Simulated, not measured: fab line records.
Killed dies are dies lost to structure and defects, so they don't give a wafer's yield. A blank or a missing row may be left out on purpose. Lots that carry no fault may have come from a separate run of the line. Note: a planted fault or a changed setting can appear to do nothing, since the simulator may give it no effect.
Which of the tools did it? / flow nand_harc / 12 lots with 36 wafers sampled at 3 steps, on a route of 1302 steps

WHAT EACH GAUGE READ, for each wafer
NHARC_A_SLIT_INSPECT_11.
lot=L294; measured=day 20 03:32; on=defect_inspect-02; raw_defect_count=80 79 92
lot=L299; measured=day 21 19:46; on=defect_inspect-02; raw_defect_count=60 63 66
lot=L297; measured=day 21 22:22; on=defect_inspect-01; raw_defect_count=105 115 130
lot=L298; measured=day 22 05:37; on=defect_inspect-01; raw_defect_count=57 79 53
lot=L300; measured=day 22 11:10; on=defect_inspect-02; raw_defect_count=32 51 36
lot=L301; measured=day 23 03:49; on=defect_inspect-01; raw_defect_count=33 44 42
lot=L304; measured=day 24 01:41; on=defect_inspect-02; raw_defect_count=77 85 81
lot=L307; measured=day 25 13:42; on=defect_inspect-01; raw_defect_count=81 98 90
lot=L310; measured=day 27 08:22; on=defect_inspect-01; raw_defect_count=27 33 25
lot=L312; measured=day 27 21:16; on=defect_inspect-02; raw_defect_count=18 23 25
lot=L313; measured=day 28 11:45; on=defect_inspect-01; raw_defect_count=25 22 36
lot=L315; measured=day 28 17:04; on=defect_inspect-02; raw_defect_count=15 17 13

TOOL THAT RAN EACH LOT (tool first, then ch and the chambers of the sampled wafers, then the start)
lot=L294; NHARC_A_SGD_CUT_ETCHBACK_24=rie_diel-11 ch 0,1,2, day 19 21:05; NHARC_A_SLIT_SOFTBAKE_04=litho_track-06 ch 0, day 20 03:00
lot=L299; NHARC_A_SGD_CUT_ETCHBACK_24=rie_diel-11 ch 0,3, day 21 14:06; NHARC_A_SLIT_SOFTBAKE_04=litho_track-01 ch 0, day 21 19:00
lot=L297; NHARC_A_SGD_CUT_ETCHBACK_24=rie_diel-06 ch 0,1,2, day 21 14:10; NHARC_A_SLIT_SOFTBAKE_04=litho_track-04 ch 0, day 21 21:00
lot=L298; NHARC_A_SGD_CUT_ETCHBACK_24=rie_diel-08 ch 1,3, day 21 17:19; NHARC_A_SLIT_SOFTBAKE_04=litho_track-06 ch 0, day 22 05:00
lot=L300; NHARC_A_SGD_CUT_ETCHBACK_24=rie_diel-08 ch 0,1,2, day 22 00:22; NHARC_A_SLIT_SOFTBAKE_04=litho_track-06 ch 0, day 22 10:00
lot=L301; NHARC_A_SGD_CUT_ETCHBACK_24=rie_diel-08 ch 0,1, day 22 22:29; NHARC_A_SLIT_SOFTBAKE_04=litho_track-04 ch 0, day 23 03:00
lot=L304; NHARC_A_SGD_CUT_ETCHBACK_24=rie_diel-06 ch 0,1,3, day 23 18:41; NHARC_A_SLIT_SOFTBAKE_04=litho_track-01 ch 0, day 24 01:00
lot=L307; NHARC_A_SGD_CUT_ETCHBACK_24=rie_diel-11 ch 0,2, day 25 08:14; NHARC_A_SLIT_SOFTBAKE_04=litho_track-06 ch 0, day 25 13:00
lot=L310; NHARC_A_SGD_CUT_ETCHBACK_24=rie_diel-06 ch 0,1,2, day 27 03:10; NHARC_A_SLIT_SOFTBAKE_04=litho_track-04 ch 0, day 27 07:00
lot=L312; NHARC_A_SGD_CUT_ETCHBACK_24=rie_diel-11 ch 0,1, day 27 16:10; NHARC_A_SLIT_SOFTBAKE_04=litho_track-06 ch 0, day 27 20:00
lot=L313; NHARC_A_SGD_CUT_ETCHBACK_24=rie_diel-08 ch 0,2, day 28 06:24; NHARC_A_SLIT_SOFTBAKE_04=litho_track-06 ch 0, day 28 11:00
lot=L315; NHARC_A_SGD_CUT_ETCHBACK_24=rie_diel-11 ch 0,3, day 28 10:45; NHARC_A_SLIT_SOFTBAKE_04=litho_track-04 ch 0, day 28 16:00
- NHARC_A_SGD_CUT_ETCHBACK_24: etches the open film in CH3F/O2, target depth 50 nm, time 92.857 s.
- NHARC_A_SLIT_SOFTBAKE_04: time 55 s.

WHAT THE TOOLS THEMSELVES READ (means of the sampled wafers that have a number; where no wafer has one, the mark that the record gives instead)
NHARC_A_SGD_CUT_ETCHBACK_24.
lot=L294; tool=rie_diel-11; drypump_motor_current_A (A)=5.9; o2_flow_sccm (sccm)=29.99; oes_product_au (a.u.)=0.93; rf_fwd_power_W (W)=495.0; rf_vpp_V (V)=244.4; showerhead_plenum_p_Torr (Torr)=2.41; throttle_valve_pct (%)=20.664
lot=L299; tool=rie_diel-11; drypump_motor_current_A (A)=5.6; o2_flow_sccm (sccm)=30.04; oes_product_au (a.u.)=0.99; rf_fwd_power_W (W)=496.8; rf_vpp_V (V)=245.1; showerhead_plenum_p_Torr (Torr)=2.42; throttle_valve_pct (%)=20.659
lot=L297; tool=rie_diel-06; drypump_motor_current_A (A)=5.9; o2_flow_sccm (sccm)=30.00; oes_product_au (a.u.)=1.00; rf_fwd_power_W (W)=495.3; rf_vpp_V (V)=245.4; showerhead_plenum_p_Torr (Torr)=2.54; throttle_valve_pct (%)=20.668
lot=L298; tool=rie_diel-08; drypump_motor_current_A (A)=5.8; o2_flow_sccm (sccm)=29.99; oes_product_au (a.u.)=1.00; rf_fwd_power_W (W)=498.4; rf_vpp_V (V)=245.5; showerhead_plenum_p_Torr (Torr)=2.51; throttle_valve_pct (%)=20.674
lot=L300; tool=rie_diel-08; drypump_motor_current_A (A)=5.9; o2_flow_sccm (sccm)=29.96; oes_product_au (a.u.)=0.99; rf_fwd_power_W (W)=497.7; rf_vpp_V (V)=243.9; showerhead_plenum_p_Torr (Torr)=2.46; throttle_valve_pct (%)=20.658
lot=L301; tool=rie_diel-08; drypump_motor_current_A (A)=5.9; o2_flow_sccm (sccm)=29.95; oes_product_au (a.u.)=0.92; rf_fwd_power_W (W)=496.2; rf_vpp_V (V)=244.4; showerhead_plenum_p_Torr (Torr)=2.50; throttle_valve_pct (%)=20.661
lot=L304; tool=rie_diel-06; drypump_motor_current_A (A)=6.0; o2_flow_sccm (sccm)=29.89; oes_product_au (a.u.)=0.96; rf_fwd_power_W (W)=496.6; rf_vpp_V (V)=244.6; showerhead_plenum_p_Torr (Torr)=2.54; throttle_valve_pct (%)=20.663
lot=L307; tool=rie_diel-11; drypump_motor_current_A (A)=5.7; o2_flow_sccm (sccm)=29.99; oes_product_au (a.u.)=0.92; rf_fwd_power_W (W)=495.7; rf_vpp_V (V)=244.3; showerhead_plenum_p_Torr (Torr)=2.45; throttle_valve_pct (%)=20.656
lot=L310; tool=rie_diel-06; drypump_motor_current_A (A)=5.9; o2_flow_sccm (sccm)=29.97; oes_product_au (a.u.)=0.95; rf_fwd_power_W (W)=494.9; rf_vpp_V (V)=245.8; showerhead_plenum_p_Torr (Torr)=2.54; throttle_valve_pct (%)=20.657
lot=L312; tool=rie_diel-11; drypump_motor_current_A (A)=6.5; o2_flow_sccm (sccm)=29.94; oes_product_au (a.u.)=0.93; rf_fwd_power_W (W)=497.2; rf_vpp_V (V)=242.9; showerhead_plenum_p_Torr (Torr)=2.39; throttle_valve_pct (%)=20.658
lot=L313; tool=rie_diel-08; drypump_motor_current_A (A)=5.8; o2_flow_sccm (sccm)=29.94; oes_product_au (a.u.)=0.97; rf_fwd_power_W (W)=497.4; rf_vpp_V (V)=243.3; showerhead_plenum_p_Torr (Torr)=2.36; throttle_valve_pct (%)=20.669
lot=L315; tool=rie_diel-11; drypump_motor_current_A (A)=5.3; o2_flow_sccm (sccm)=30.10; oes_product_au (a.u.)=0.92; rf_fwd_power_W (W)=497.2; rf_vpp_V (V)=242.5; showerhead_plenum_p_Torr (Torr)=2.36; throttle_valve_pct (%)=20.671

NHARC_A_SLIT_SOFTBAKE_04.
lot=L294; tool=litho_track-06; heater_power_total_W (W)=188.39; resist_line_temp_C (C)=23.08
lot=L299; tool=litho_track-01; heater_power_total_W (W)=188.47; resist_line_temp_C (C)=22.86
lot=L297; tool=litho_track-04; heater_power_total_W (W)=188.43; resist_line_temp_C (C)=23.00
lot=L298; tool=litho_track-06; heater_power_total_W (W)=188.46; resist_line_temp_C (C)=22.92
lot=L300; tool=litho_track-06; heater_power_total_W (W)=188.48; resist_line_temp_C (C)=22.99
lot=L301; tool=litho_track-04; heater_power_total_W (W)=188.43; resist_line_temp_C (C)=22.92
lot=L304; tool=litho_track-01; heater_power_total_W (W)=188.31; resist_line_temp_C (C)=22.99
lot=L307; tool=litho_track-06; heater_power_total_W (W)=188.39; resist_line_temp_C (C)=23.13
lot=L310; tool=litho_track-04; heater_power_total_W (W)=188.37; resist_line_temp_C (C)=22.93
lot=L312; tool=litho_track-06; heater_power_total_W (W)=203.75; resist_line_temp_C (C)=23.04
lot=L313; tool=litho_track-06; heater_power_total_W (W)=203.71; resist_line_temp_C (C)=23.03
lot=L315; tool=litho_track-04; heater_power_total_W (W)=188.38; resist_line_temp_C (C)=23.05

THE ANSWER, worked out from the rows above alone
Rule: what is usual is taken from the lots themselves. The widest of any qualifying gaps counts: lots, ordered by their means at a reading, are off when they make up no more than a third of the lots, leave a main group of 4 or more, and stand apart from it by 3 or more times the standard deviation of that group's means. If all means in a main group match to the digits the tables above print for the reading, that group is not used. Also off: a lot with no number at a reading for which 4 or more lots have one. All remaining lots with rows at the step are treated as sound. The gauges are gone through in route order, then the tools' own readings, and for those a lot's mean is taken as printed above. The first step at which some lot is off is used, and at that step the reading that is off furthest; a lot without a number counts as furthest.
Off at NHARC_A_SLIT_SOFTBAKE_04 (heater_power_total_W): L312, L313. Mean 188.41 W and standard deviation 0.05 in the main group.
If a tool, at that step or one of the process steps before it, ran each lot that is off and ran no sound lot following the first of them, it fits. One candidate fits, namely litho_track-06 at NHARC_A_SLIT_SOFTBAKE_04. A fault onset in the window from L307 (day 25 13:00, its last sound lot) to L312 (day 27 20:00, its first lot off) fits.
The tool's own readings at NHARC_A_SLIT_SOFTBAKE_04 bear it out: on the lots that are off they differ by more than 5 times the standard deviation of the sound lots' means. heater_power_total_W reads 203.73 W there against 188.41 W on the sound lots.

WHAT WAS PUT IN BY THE SIMULATOR
Process parameter drift: litho_track-06, from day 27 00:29 on, at NHARC_A_SLIT_SOFTBAKE_04. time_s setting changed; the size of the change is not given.
Shown lots that were struck: L312, L313. The rule above reached the same finding.
